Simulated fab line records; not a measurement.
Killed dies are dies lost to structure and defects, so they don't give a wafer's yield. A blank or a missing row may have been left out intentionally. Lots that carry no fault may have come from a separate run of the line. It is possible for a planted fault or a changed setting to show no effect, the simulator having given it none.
fab line records    flow nandHarc
record: lots: 6  wafers: 18  lastDay: 24
route steps=1159 shown A_STAIRCASE@609 END@1159
lots untouched by any fault: they come from a run of this same line in which no faults occurred
startH: the number of hours between the record's first day and the start of the first shown wafer of the lot    waitH: time in hours since the lot's previous step    " the same as in the row above    L1.1+2: several wafers, shown together as one row    - no value present, or no start provided    * or withheld: withheld    < > ~ a bound
route shown NAME@n: a module of which the file shows steps, and the number in the route of the first    usual: mean/standard deviation taken from wafers without a fault    same: alike in all rows    chamber/n: place in a boat    sites: each site's reading    _std_site: their standard deviation    _edge_site: the outer-site mean with the inner-site mean subtracted    radiusMm: how far each site lies from the wafer's centre    mask NAME#n: copy n    behind: tool/chamber where the wafer was last shaped    hold: cause of the lot's hold/its duration in hours/its outcome    device: which transistor (n, p or np) failed to switch    end of line: at the end of the route, the tests of the same wafers    for a step that has no rows: nothing shown but its recipe    killed: not the wafer's yield, but the dies lost to structure and defects at the first sort    map: per-die view of a wafer (x killed, . not killed, _ where there is no die)
set.NAME: setting as actually run; set.NAME@STEP: the setting as run at that earlier step    model.NAME: the simulator's own value behind a step, which no gauge read
certain route steps with their lots: each step a table, each wafer a row
services: the hour from which a tool's chamber was out of use, counted from the record's first day as startH (under 0 if before that day), plus the number of hours and why
== steps ==
step: NHARC_A_STAIRCASE_PEB_215
recipe: pebTempC: 115  pebTimeS: 130
step: NHARC_A_STAIRCASE_DEVELOP_216
recipe: timeS: 140
step: NHARC_A_STAIRCASE_HARDBAKE_218
recipe: tempC: 120  timeS: 140
step: NHARC_A_STAIRCASE_DESCUM_219
recipe: timeS: 3  o2FlowSccm: 200  arFlowSccm: 0  biasPowerW: 0  chemistry: O2
usual: drypumpMotorCurrentA: 5.5/0.59  oesProductAu: 0.999/0.0076  rfVppV: 57.8/0.96  showerheadPlenumPTorr: 1.93/0.095  throttleValvePct: 11.313/0.0089
lot.wafer  tool        chamber  startH  waitH  drypumpMotorCurrentA  oesProductAu  rfHoursCounterH  rfVppV  showerheadPlenumPTorr  throttleValvePct
L514.4     rieDiel-07  0        258.91  -      4.8                   1.002         7                58.7    2.07                   11.319
L514.2     "           1        "       "      4.8                   0.999         7                58.9    1.95                   11.313
L514.5     "           2        "       "      5.0                   1.005         -                59.2    1.93                   11.302
L519.1     rieDiel-02  1        290.62  -      5.3                   0.991         49               58.2    1.97                   11.311
L519.3     "           2        "       "      6.3                   0.986         39               57.4    1.94                   11.311
L519.5     "           0        "       "      5.7                   0.996         -                59.8    2.06                   11.316
L524.4     rieDiel-02  3        320.19  -      5.4                   0.990         60               57.7    1.77                   11.304
L524.1     "           0        "       "      5.7                   0.994         61               58.2    2.06                   11.310
L524.5     "           3        "       "      5.4                   0.986         -                55.9    1.77                   11.319
L525.2     rieDiel-02  3        324.18  -      5.4                   0.995         61               56.6    1.77                   11.313
L525.3     "           0        "       "      5.7                   0.988         63               60.0    2.06                   11.300
L525.6     "           3        "       "      5.4                   0.992         -                57.6    1.77                   11.313
L526.3     rieDiel-07  2        336.44  -      5.0                   0.991         41               56.5    1.92                   11.304
L526.1     "           3        "       "      5.7                   1.005         38               57.1    1.79                   11.314
L526.6     "           1        "       "      4.8                   0.996         -                58.3    1.94                   11.321
L532.4     rieDiel-08  0        367.44  -      6.0                   1.015         21               57.6    1.98                   11.303
L532.1     "           1        "       "      6.5                   1.016         23               56.1    1.95                   11.315
L532.6     "           3        "       "      6.4                   1.014         -                56.2    1.96                   11.320
step: NHARC_A_STAIRCASE_TRIM_220
recipe: timeS: 211.2  o2FlowSccm: 500  arFlowSccm: 0  biasW: 0  chemistry: O2
step: NHARC_A_STAIRCASE_ETCH_221
recipe: targetDepthA: 1000  timeS: 40.5  ionEnergyEv: 400  c4f8FlowSccm: 20  o2FlowSccm: 10  arFlowSccm: withheld  rfW: 600  biasW: 1000  chemistry: C4F8/O2
usual: biasW: 1000/3  oesProductAu: 0.938/0.013  rfVppV: 897/6.2
lot.wafer  tool        chamber  startH  waitH  biasW  oesProductAu  rfHoursCounterH  rfVppV
L514.2     rieDiel-07  1        -       -      1003   0.927         7                897
L514.4     "           2        "       "      997    0.934         8                898
L514.5     "           0        "       "      1003   0.936         -                907
L519.1     rieDiel-02  1        -       -      997    0.919         49               899
L519.3     "           3        "       "      998    0.943         48               886
L519.5     "           1        "       "      995    0.932         -                899
L524.4     rieDiel-02  2        -       -      1003   0.922         49               897
L524.1     "           0        "       "      996    0.947         61               905
L524.5     "           1        "       "      1003   0.943         -                899
L525.2     rieDiel-02  0        -       -      1002   0.961         63               905
L525.3     "           3        "       "      999    0.944         61               887
L525.6     "           0        "       "      1002   0.958         -                905
L526.3     rieDiel-07  2        -       -      1003   0.917         41               896
L526.1     "           1        "       "      1005   0.912         40               897
L526.6     "           2        "       "      1002   0.915         -                896
L532.4     rieDiel-08  1        -       -      1002   0.945         23               898
L532.1     "           3        "       "      1000   0.948         23               899
L532.6     "           1        "       "      1001   0.957         -                898
step: NHARC_A_STAIRCASE_TRIM_222
recipe: timeS: 211.2  o2FlowSccm: 500  arFlowSccm: 0  biasW: 0  chemistry: O2
usual: drypumpMotorCurrentA: 5.5/0.61  oesProductAu: 0.999/0.0076  rfVppV: 57.9/0.95  showerheadPlenumPTorr: 3.56/0.16  throttleValvePct: 17.036/0.009
same: biasW: 0
lot.wafer  tool        chamber  startH  waitH  drypumpMotorCurrentA  oesProductAu  rfHoursCounterH  rfVppV  showerheadPlenumPTorr  throttleValvePct
L514.2     rieDiel-07  2        -       -      5.1                   0.995         8                57.6    3.56                   17.039
L514.4     "           3        "       "      5.8                   0.992         7                57.0    3.33                   17.027
L514.5     "           1        "       "      4.8                   0.995         -                58.3    3.58                   17.031
L519.3     rieDiel-02  0        -       -      5.7                   0.986         48               58.7    3.78                   17.022
L519.1     "           2        "       "      6.3                   0.995         39               58.3    3.57                   17.025
L519.5     "           3        "       "      5.4                   0.989         -                58.5    3.29                   17.020
L524.4     rieDiel-02  1        -       -      5.3                   1.000         62               58.7    3.62                   17.020
L524.1     "           2        "       "      6.2                   0.997         49               57.3    3.56                   17.050
L524.5     "           1        "       "      5.3                   0.995         -                57.4    3.62                   17.031
L525.2     rieDiel-02  1        -       -      5.3                   1.004         63               57.9    3.61                   17.038
L525.3     "           0        "       "      5.7                   0.997         63               57.7    3.77                   17.040
L525.6     "           2        "       "      6.3                   0.996         -                57.6    3.56                   17.009
L526.1     rieDiel-07  2        -       -      5.1                   1.001         41               58.1    3.54                   17.046
L526.3     "           0        "       "      4.8                   1.003         37               58.9    3.79                   17.033
L526.6     "           2        "       "      5.1                   0.991         -                56.2    3.54                   17.038
L532.1     rieDiel-08  1        -       -      6.5                   1.010         23               58.6    3.60                   17.035
L532.4     "           0        "       "      6.0                   1.002         21               58.0    3.63                   17.046
L532.6     "           2        "       "      6.3                   1.006         -                58.0    3.30                   17.035
step: NHARC_A_STAIRCASE_ETCH_223
recipe: targetDepthA: 1000  timeS: 40.5  ionEnergyEv: 400  c4f8FlowSccm: 20  o2FlowSccm: 10  arFlowSccm: withheld  rfW: 600  biasW: 1000  chemistry: C4F8/O2
step: NHARC_A_STAIRCASE_TRIM_224
recipe: timeS: 211.2  o2FlowSccm: 500  arFlowSccm: 0  biasW: 0  chemistry: O2
usual: drypumpMotorCurrentA: 5.5/0.6  oesProductAu: 0.999/0.0081  rfVppV: 57.7/0.97  showerheadPlenumPTorr: 3.55/0.16  throttleValvePct: 17.036/0.0091
same: biasW: 0
lot.wafer  tool        chamber  startH  waitH  drypumpMotorCurrentA  oesProductAu  rfHoursCounterH  rfVppV  showerheadPlenumPTorr  throttleValvePct
L514.2     rieDiel-07  2        -       -      5.0                   1.004         8                56.1    3.56                   17.020
L514.4     "           3        "       "      5.8                   0.995         8                56.4    3.33                   17.036
L514.5     "           3        "       "      5.8                   1.003         -                57.9    3.33                   17.032
L519.3     rieDiel-02  3        -       -      5.4                   0.996         49               57.0    3.29                   17.025
L519.1     "           1        "       "      5.3                   0.991         49               57.2    3.62                   17.034
L519.5     "           2        "       "      6.3                   0.988         -                59.1    3.57                   17.039
L524.4     rieDiel-02  2        -       -      6.2                   0.990         49               58.6    3.56                   17.045
L524.1     "           3        "       "      5.4                   0.996         60               55.7    3.28                   17.023
L524.5     "           1        "       "      5.3                   1.005         -                58.3    3.62                   17.037
L525.3     rieDiel-02  2        -       -      6.2                   0.997         51               58.1    3.56                   17.030
L525.2     "           3        "       "      5.4                   1.000         61               55.6    3.28                   17.030
L525.6     "           2        "       "      6.2                   0.998         -                57.5    3.56                   17.039
L526.3     rieDiel-07  2        -       -      5.1                   0.987         41               57.4    3.54                   17.036
L526.1     "           3        "       "      5.8                   1.009         38               57.4    3.31                   17.032
L526.6     "           2        "       "      5.1                   0.995         -                57.9    3.54                   17.035
L532.4     rieDiel-08  2        -       -      6.3                   1.008         26               55.9    3.30                   17.037
L532.1     "           0        "       "      6.0                   1.000         21               58.6    3.63                   17.042
L532.6     "           1        "       "      6.5                   0.999         -                56.3    3.60                   17.034
step: NHARC_A_STAIRCASE_ETCH_225
recipe: targetDepthA: 1000  timeS: 40.5  ionEnergyEv: 400  c4f8FlowSccm: 20  o2FlowSccm: 10  arFlowSccm: withheld  rfW: 600  biasW: 1000  chemistry: C4F8/O2
step: NHARC_A_STAIRCASE_TRIM_226
recipe: timeS: 211.2  o2FlowSccm: 500  arFlowSccm: 0  biasW: 0  chemistry: O2
usual: drypumpMotorCurrentA: 5.5/0.6  oesProductAu: 0.999/0.0076  rfVppV: 57.8/0.94  showerheadPlenumPTorr: 3.56/0.17  throttleValvePct: 17.037/0.0092
same: biasW: 0
lot.wafer  tool        chamber  startH  waitH  drypumpMotorCurrentA  oesProductAu  rfHoursCounterH  rfVppV  showerheadPlenumPTorr  throttleValvePct
L514.4     rieDiel-07  0        -       -      4.8                   1.003         8                58.8    3.80                   17.024
L514.2     "           1        "       "      4.8                   0.998         8                58.3    3.58                   17.030
L514.5     "           0        "       "      4.8                   0.998         -                57.6    3.80                   17.028
L519.1     rieDiel-02  0        -       -      5.7                   0.992         48               58.0    3.78                   17.045
L519.3     "           1        "       "      5.3                   1.003         49               59.1    3.62                   17.039
L519.5     "           1        "       "      5.3                   1.003         -                59.1    3.62                   17.040
L524.4     rieDiel-02  2        -       -      6.3                   0.995         49               57.0    3.56                   17.046
L524.1     "           1        "       "      5.3                   0.999         62               58.4    3.62                   17.041
L524.5     "           2        "       "      6.3                   1.000         -                58.0    3.56                   17.019
L525.2     rieDiel-02  1        -       -      5.3                   1.009         63               59.3    3.62                   17.040
L525.3     "           2        "       "      6.3                   1.009         51               56.4    3.56                   17.052
L525.6     "           0        "       "      5.7                   1.000         -                57.9    3.77                   17.019
L526.1     rieDiel-07  2        -       -      5.1                   0.999         41               56.0    3.54                   17.033
L526.3     "           1        "       "      4.7                   0.996         40               58.3    3.57                   17.045
L526.6     "           3        "       "      5.8                   1.003         -                55.2    3.31                   17.036
L532.1     rieDiel-08  3        -       -      6.4                   1.001         24               58.6    3.61                   17.018
L532.4     "           0        "       "      6.0                   1.002         21               57.9    3.63                   17.044
L532.6     "           3        "       "      6.4                   1.012         -                56.8    3.61                   17.034
step: NHARC_A_STAIRCASE_ETCH_227
recipe: targetDepthA: 1000  timeS: 40.5  ionEnergyEv: 400  c4f8FlowSccm: 20  o2FlowSccm: 10  arFlowSccm: withheld  rfW: 600  biasW: 1000  chemistry: C4F8/O2
usual: biasW: 1000/3.2  oesProductAu: 0.939/0.01  rfVppV: 897/6
lot.wafer  tool        chamber  startH  waitH  biasW  oesProductAu  rfHoursCounterH  rfVppV
L514.4     rieDiel-07  1        262.69  -      999    0.927         10               898
L514.2     "           2        "       "      1006   0.931         10               896
L514.5     "           0        "       "      1002   0.924         -                906
L519.3     rieDiel-02  0        291.66  -      997    0.940         48               905
L519.1     "           1        "       "      998    0.950         50               900
L519.5     "           2        "       "      994    0.950         -                897
L524.1     rieDiel-02  1        321.24  -      998    0.940         62               899
L524.4     "           2        "       "      1006   0.934         49               897
L524.5     "           0        "       "      1001   1.093         -                905
L525.2     rieDiel-02  2        325.38  -      999    0.934         51               896
L525.3     "           0        "       "      1001   1.083         63               904
L525.6     "           2        "       "      1001   0.927         -                899
L526.3     rieDiel-07  3        337.67  -      998    0.945         38               888
L526.1     "           1        "       "      1000   0.934         41               897
L526.6     "           3        "       "      1004   0.948         -                888
L532.4     rieDiel-08  0        368.81  -      995    0.924         21               901
L532.1     "           1        "       "      1004   0.942         23               899
L532.6     "           1        "       "      1002   0.931         -                899
step: NHARC_END_SORT_01
recipe: tempC: 25
usual: killedAtArray: 26/9.9  killedAtOther: 0.8/1  killedAtPeriphery: 2.8/2.2  killedDies: 29/9.9  killedOpen: 3.2/1.8  killedShort: 2.1/1.4
same: grossDies: 677
lot.wafer  tool       chamber  startH  waitH  hold                     killedAtArray  killedAtOther  killedAtPeriphery  killedDies  killedOpen  killedShort
L514.2     prober-01  0        452.52  2.8    -                        16             1              1                  18          7           3
L514.4     prober-01  0        454.15  3.4    -                        14             1              1                  16          3           4
L514.5     prober-01  0        454.97  3.8    -                        12             0              5                  17          3           1
L519.1     prober-01  0        490.28  2.5    -                        33             0              3                  36          5           1
L519.3     prober-01  0        491.88  3.1    -                        51             0              3                  54          6           6
L519.5     prober-01  0        493.48  3.7    -                        33             0              3                  36          2           0
L525.2     prober-01  0        512.90  2.8    awaitDispo/4.5h/release  15             0              2                  17          3           1
L525.3     prober-01  0        513.70  3.1    awaitDispo/4.5h/release  676            0              0                  676         3           3
L525.6     prober-01  0        516.09  4.0    awaitDispo/4.5h/release  15             0              0                  15          2           1
L524.1     prober-01  0        519.94  2.5    awaitDispo/2.6h/release  37             0              3                  40          3           2
L524.4     prober-01  0        522.34  3.4    awaitDispo/2.6h/release  28             0              1                  29          3           1
L524.5     prober-01  0        523.14  3.7    awaitDispo/2.6h/release  674            1              1                  676         2           3
L526.1     prober-02  0        525.24  2.5    -                        26             0              8                  34          5           0
L526.3     prober-02  0        526.82  3.1    -                        24             0              2                  26          2           2
L526.6     prober-02  0        529.19  4.0    -                        30             0              4                  34          1           3
L532.1     prober-02  0        567.27  2.5    -                        26             2              0                  28          3           4
L532.4     prober-02  0        569.63  3.4    -                        26             1              0                  27          3           2
L532.6     prober-02  0        571.20  3.9    -                        27             0              1                  28          2           4
killed by level:class
L514.2 A_CONTACT:geometricParticle:open=2 A_CHANNEL_HOLE_D1:chamberFilmFlake=2 A_CHANNEL_FILL_D1:chamberFilmFlake=2 P_CONTACT:geometricParticle:open=1 A_CHANNEL_FILL_D1:geometricParticle:open=1 A_CHANNEL_FILL_D1:geometricParticle:short=1 A_SGD_CUT:geometricParticle:open=1 A_WL_FILL:geometricParticle:short=1
L514.4 A_CONTACT:chamberFilmFlake=4 A_CHANNEL_FILL_D1:geometricParticle:short=2 A_WL_FILL:chamberFilmFlake=2 A_SOURCE_PLATE:geometricParticle:short=1 A_CHANNEL_FILL_D1:geometricParticle:open=1 A_STAIRCASE:geometricParticle:open=1 A_M1:geometricParticle:open=1 STARTING-WAFER:geometricParticle:short=1
L514.5 P_GATE:chamberFilmFlake=3 A_CONTACT:chamberFilmFlake=3 A_SLIT:chamberFilmFlake=2 A_WL_FILL:chamberFilmFlake=2 P_GATE:geometricParticle:open=1 P_M2:geometricParticle:open=1 A_SOURCE_PLATE:geometricParticle:open=1 A_ONON_D1:geometricParticle:short=1
L519.1 A_CHANNEL_HOLE_D1:chamberFilmFlake=12 A_SLIT:chamberFilmFlake=9 A_CONTACT:chamberFilmFlake=5 A_CONTACT:geometricParticle:open=2 A_STAIRCASE:chamberFilmFlake=2 P_GATE:geometricParticle:open=1 P_M0:geometricParticle:open=1 A_ONON_D1:geometricParticle:open=1
L519.3 A_CHANNEL_HOLE_D1:chamberFilmFlake=17 A_SLIT:chamberFilmFlake=16 A_CONTACT:chamberFilmFlake=5 A_ONON_D1:geometricParticle:short=2 A_CHANNEL_FILL_D1:geometricParticle:open=2 A_WL_FILL:geometricParticle:open=2 A_M0:geometricParticle:short=2 A_STAIRCASE:chamberFilmFlake=2
L519.5 A_CHANNEL_HOLE_D1:chamberFilmFlake=14 A_SLIT:chamberFilmFlake=11 A_CONTACT:chamberFilmFlake=5 A_STAIRCASE:chamberFilmFlake=2 P_GATE:geometricParticle:open=1 A_BLC:geometricParticle:open=1 P_ZERO_WELL:chamberFilmFlake=1 P_STI:chamberFilmFlake=1
L525.2 A_CHANNEL_HOLE_D1:chamberFilmFlake=6 A_WL_FILL:chamberFilmFlake=4 A_STAIRCASE:chamberFilmFlake=2 P_M0:geometricParticle:open=1 P_M1:geometricParticle:open=1 A_CHANNEL_FILL_D1:geometricParticle:open=1 A_WL_FILL:geometricParticle:short=1 A_BLC:chamberFilmFlake=1
L525.3 A_STAIRCASE:areaEtch=662 A_CHANNEL_HOLE_D1:chamberFilmFlake=5 A_SGD_CUT:geometricParticle:short=2 A_CONTACT:geometricParticle:open=2 A_CONTACT:chamberFilmFlake=2 A_CHANNEL_FILL_D1:geometricParticle:short=1 A_BLC:geometricParticle:open=1 A_STAIRCASE:chamberFilmFlake=1
L525.6 A_CONTACT:chamberFilmFlake=5 A_CHANNEL_HOLE_D1:chamberFilmFlake=2 A_STAIRCASE:chamberFilmFlake=2 A_ONON_D1:geometricParticle:short=1 A_WL_FILL:geometricParticle:open=1 A_BLC:geometricParticle:open=1 A_CHANNEL_FILL_D1:chamberFilmFlake=1 A_BLC:chamberFilmFlake=1
L524.1 A_CHANNEL_HOLE_D1:chamberFilmFlake=17 A_CONTACT:chamberFilmFlake=12 A_STAIRCASE:chamberFilmFlake=4 P_CONTACT:geometricParticle:open=1 A_CHANNEL_FILL_D1:geometricParticle:short=1 A_CONTACT:geometricParticle:open=1 A_CONTACT:geometricParticle:short=1 A_M0:geometricParticle:open=1
L524.4 A_CHANNEL_HOLE_D1:chamberFilmFlake=13 A_STAIRCASE:chamberFilmFlake=6 A_CONTACT:chamberFilmFlake=5 P_M1:geometricParticle:open=1 A_SOURCE_PLATE:geometricParticle:open=1 A_SGD_CUT:geometricParticle:open=1 A_M0:geometricParticle:short=1 A_CHANNEL_FILL_D1:chamberFilmFlake=1
L524.5 A_STAIRCASE:areaEtch=650 A_CHANNEL_HOLE_D1:chamberFilmFlake=12 A_STAIRCASE:chamberFilmFlake=6 A_CONTACT:chamberFilmFlake=2 A_CHANNEL_HOLE_D1:geometricParticle:short=1 A_CHANNEL_FILL_D1:geometricParticle:short=1 A_CHANNEL_FILL_D1:geometricParticle:open=1 A_M0:geometricParticle:open=1
L526.1 A_SLIT:chamberFilmFlake=13 A_CONTACT:chamberFilmFlake=5 P_CONTACT:chamberFilmFlake=4 A_CHANNEL_HOLE_D1:chamberFilmFlake=4 P_M0:geometricParticle:open=1 P_M1:geometricParticle:open=1 A_ONON_D1:geometricParticle:open=1 A_STAIRCASE:geometricParticle:open=1
L526.3 A_SLIT:chamberFilmFlake=8 A_CHANNEL_HOLE_D1:chamberFilmFlake=4 A_STAIRCASE:chamberFilmFlake=3 A_WL_FILL:chamberFilmFlake=3 A_CONTACT:chamberFilmFlake=3 P_M1:geometricParticle:short=1 A_ONON_D1:geometricParticle:short=1 A_CONTACT:geometricParticle:open=1
L526.6 A_SLIT:chamberFilmFlake=18 A_CHANNEL_HOLE_D1:chamberFilmFlake=5 A_CONTACT:chamberFilmFlake=4 P_CONTACT:geometricParticle:short=2 A_WL_FILL:chamberFilmFlake=2 P_CONTACT:geometricParticle:open=1 A_CONTACT:geometricParticle:short=1 P_CONTACT:chamberFilmFlake=1
L532.1 A_SLIT:chamberFilmFlake=11 A_CHANNEL_HOLE_D1:chamberFilmFlake=5 A_WL_FILL:geometricParticle:short=2 A_STAIRCASE:chamberFilmFlake=2 THIN_TSV:chamberFilmFlake=2 A_STAIRCASE:geometricParticle:short=1 A_SGD_CUT:geometricParticle:open=1 A_BLC:geometricParticle:open=1
L532.4 A_SLIT:chamberFilmFlake=12 A_CONTACT:chamberFilmFlake=4 A_CONTACT:geometricParticle:open=3 A_CHANNEL_HOLE_D1:chamberFilmFlake=3 A_SGD_CUT:geometricParticle:short=1 A_M1:geometricParticle:short=1 A_STAIRCASE:chamberFilmFlake=1 A_WL_FILL:chamberFilmFlake=1
L532.6 A_SLIT:chamberFilmFlake=16 A_CHANNEL_HOLE_D1:chamberFilmFlake=2 A_WL_FILL:chamberFilmFlake=2 A_CONTACT:chamberFilmFlake=2 P_CONTACT:geometricParticle:short=1 A_CHANNEL_HOLE_D1:geometricParticle:open=1 A_SGD_CUT:geometricParticle:short=1 A_WL_FILL:geometricParticle:short=1
map L524.5 (x killed, . not)
____________x____________
_________xxxxxxx_________
_______.xxxxxxxxxx_______
______xxxxxxxxxxxxx______
_____xxxxxxxxxxxxxxx_____
____xxxxxxxxxxxxxxxxx____
____xxxxxxxxxxxxxxxxx____
___xxxxxxxxxxxxxxxxxxx___
___xxxxxxxxxxxxxxxxxxx___
__xxxxxxxxxxxxxxxxxxxxx__
__xxxxxxxxxxxxxxxxxxxxx__
_xxxxxxxxxxxxxxxxxxxxxxx_
_xxxxxxxxxxxxxxxxxxxxxxx_
_xxxxxxxxxxxxxxxxxxxxxxx_
_xxxxxxxxxxxxxxxxxxxxxxx_
_xxxxxxxxxxxxxxxxxxxxxxx_
xxxxxxxxxxxxxxxxxxxxxxxxx
xxxxxxxxxxxxxxxxxxxxxxxxx
xxxxxxxxxxxxxxxxxxxxxxxxx
xxxxxxxxxxxxxxxxxxxxxxxxx
xxxxxxxxxxxxxxxxxxxxxxxxx
_xxxxxxxxxxxxxxxxxxxxxxx_
_xxxxxxxxxxxxxxxxxxxxxxx_
_xxxxxxxxxxxxxxxxxxxxxxx_
_xxxxxxxxxxxxxxxxxxxxxxx_
_xxxxxxxxxxxxxxxxxxxxxxx_
__xxxxxxxxxxxxxxxxxxxxx__
__xxxxxxxxxxxxxxxxxxxxx__
___xxxxxxxxxxxxxxxxxxx___
___xxxxxxxxxxxxxxxxxxx___
____xxxxxxxxxxxxxxxxx____
____xxxxxxxxxxxxxxxxx____
_____xxxxxxxxxxxxxxx_____
______xxxxxxxxxxxxx______
_______xxxxxxxxxxx_______
_________xxxxxxx_________
____________x____________
map L525.3 (x killed, . not)
____________x____________
_________xxxxxxx_________
_______xxxxxxxxxxx_______
______xxxxxxxxxxxxx______
_____xxxxxxxxxxxxxxx_____
____xxxxxxxxxxxxxxxxx____
____xxxxxxxxxxxxxxxxx____
___xxxxxxxxxxxxxxxxxxx___
___xxxxxxxxxxxxxxxxxxx___
__xxxxxxxxxxxxxxxxxxxxx__
__xxxxxxxxxxxxxxxxxxxxx__
_xxxxxxxxxxxxxxxxxxxxxxx_
_xxxxxxxxxxxxxxxxxxxxxxx_
_xxxxxxxxxxxxxxxxxxxxxxx_
_xxxxxxxxxxxxxxxxxxxxxxx_
_xxxxxxxxxxxxxxxxxxxxxxx_
xxxxxxxxxxxxxxxxxxxxxxxxx
xxxxxxxxxxxxxxxxxxxxxxxxx
xxxxxxxxxxxxxxxxxxxxxxxxx
.xxxxxxxxxxxxxxxxxxxxxxxx
xxxxxxxxxxxxxxxxxxxxxxxxx
_xxxxxxxxxxxxxxxxxxxxxxx_
_xxxxxxxxxxxxxxxxxxxxxxx_
_xxxxxxxxxxxxxxxxxxxxxxx_
_xxxxxxxxxxxxxxxxxxxxxxx_
_xxxxxxxxxxxxxxxxxxxxxxx_
__xxxxxxxxxxxxxxxxxxxxx__
__xxxxxxxxxxxxxxxxxxxxx__
___xxxxxxxxxxxxxxxxxxx___
___xxxxxxxxxxxxxxxxxxx___
____xxxxxxxxxxxxxxxxx____
____xxxxxxxxxxxxxxxxx____
_____xxxxxxxxxxxxxxx_____
______xxxxxxxxxxxxx______
_______xxxxxxxxxxx_______
_________xxxxxxx_________
____________x____________
== services ==
tool        chamber  startH  hours  kind
rieDiel-02  2        253.28  25.0   repair
rieDiel-02  0        257.81  -      clean
rieDiel-02  1        257.81  -      clean
rieDiel-02  3        257.81  -      clean
rieDiel-02  0        282.41  -      clean
rieDiel-02  1        282.41  -      clean
rieDiel-02  2        282.41  -      clean
rieDiel-02  3        282.41  -      clean
rieDiel-08  -        301.80  9.0    pm
rieDiel-02  0        306.93  -      clean
rieDiel-02  1        306.93  -      clean
rieDiel-02  2        306.93  -      clean
rieDiel-02  3        306.93  -      clean
rieDiel-02  0        327.77  13.3   ventCycle
rieDiel-02  3        327.77  9.0    ventCycle
rieDiel-02  1        336.77  -      clean
rieDiel-02  1        336.77  -      consumableReplace:esc
rieDiel-02  1        336.77  -      consumableReplace:focusRing
rieDiel-02  2        336.77  -      clean
rieDiel-02  3        336.77  -      clean
rieDiel-02  3        336.77  -      consumableReplace:showerhead
rieDiel-02  3        338.36  6.1    repair
rieDiel-02  0        361.29  -      clean
rieDiel-02  1        361.29  -      clean
== key ==
firstSign: step: NHARC_A_STAIRCASE_ETCH_227  reading: oesProductAu  direction: up  sigmas: 14  usual: 0.939  struck: 1.088
effect: step: NHARC_END_SORT_01  reading: killedAtArray  direction: up  sigmas: 66  usual: 26  struck: 675
moreKillsBornAt: NHARC_A_STAIRCASE_ETCH_227@rieDiel-02: 1312
metAt NHARC_A_STAIRCASE_ETCH_227
struckWafers L524.5,L525.3
laterRowsLeftOut L524.5,L525.3
testerLeftOut L524,L525
onsetBetween 291.66 321.24
fault: kind: processParameterDrift  tool: rieDiel-02  chamber: 0  onsetH: 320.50  steps: NHARC_A_STAIRCASE_ETCH_227  channel: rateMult  offset: 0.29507  shape: step  endH: 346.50
testerLeftOut: of these lots the tester's yield and bins aren't shown, on N5 and GAA mostly nor the transistor test; their killed dies are dies lost to structure and defects alone, not to doping, threshold or leakage, so they don't give the yield
laterRowsLeftOut: the simulator's readings of these wafers behind a module that went badly wrong aren't trusted and aren't shown, but for the sort
